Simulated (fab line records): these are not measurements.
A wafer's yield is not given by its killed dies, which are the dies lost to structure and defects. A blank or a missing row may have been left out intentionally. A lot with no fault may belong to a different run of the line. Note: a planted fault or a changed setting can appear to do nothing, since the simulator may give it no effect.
Chamber matching :: flow n5-finfet :: N5_BEOL_M0_SAQP_DESCUM_19 on rie-diel-01: 4 sister chambers
The step chemistry O2, time 7.9 s. 4 wafers are shown with their chamber, then 7 later ones without.

## WAFERS, EACH WITH ITS CHAMBER
wafer: L496.2
chamber: 2
throttle-valve-pct (%): 20.48

wafer: L496.5
chamber: 0
throttle-valve-pct (%): 20.00

wafer: L497.2
chamber: 1
throttle-valve-pct (%): 20.64

wafer: L497.4
chamber: 3
throttle-valve-pct (%): 20.46

## WAFERS WITHOUT THEIR CHAMBER
wafer: L497.5
throttle-valve-pct (%): 20.47

wafer: L499.3
throttle-valve-pct (%): 20.49

wafer: L499.5
throttle-valve-pct (%): 20.49

wafer: L499.6
throttle-valve-pct (%): 20.49

wafer: L501.1
throttle-valve-pct (%): 20.66

wafer: L501.4
throttle-valve-pct (%): 20.51

wafer: L501.5
throttle-valve-pct (%): 20.49

## WHICH CHAMBER EACH ONE RAN IN
wafer: L497.5
from the rows above: can't be placed: 3 or 2
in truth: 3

wafer: L499.3
from the rows above: can't be placed: 2 or 3
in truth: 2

wafer: L499.5
from the rows above: can't be placed: 2 or 3
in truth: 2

wafer: L499.6
from the rows above: can't be placed: 2 or 3
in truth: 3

wafer: L501.1
from the rows above: 1
in truth: 1

wafer: L501.4
from the rows above: can't be placed: 2 or 3
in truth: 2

wafer: L501.5
from the rows above: can't be placed: 2 or 3
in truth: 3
Correct placement for 1 of the 7. Cannot be placed on the basis of these rows: 6; the candidates contain the true chamber in 6. 0 placed wrongly.
How it was worked out, from the rows above alone: a wafer's distance from a chamber is the root of the sum, over the readings, of the square of ((its reading less the chamber's mean) divided by the reading's scatter). If the next closest chamber is less than 2 further off than the closest, the wafer can't be placed; otherwise it belongs to the closest. The mean given for a chamber averages the wafers shown for that chamber. The scatter (one wafer shown for each chamber): square how far every hidden wafer sits from the nearest shown wafer, average those squares and take the square root.
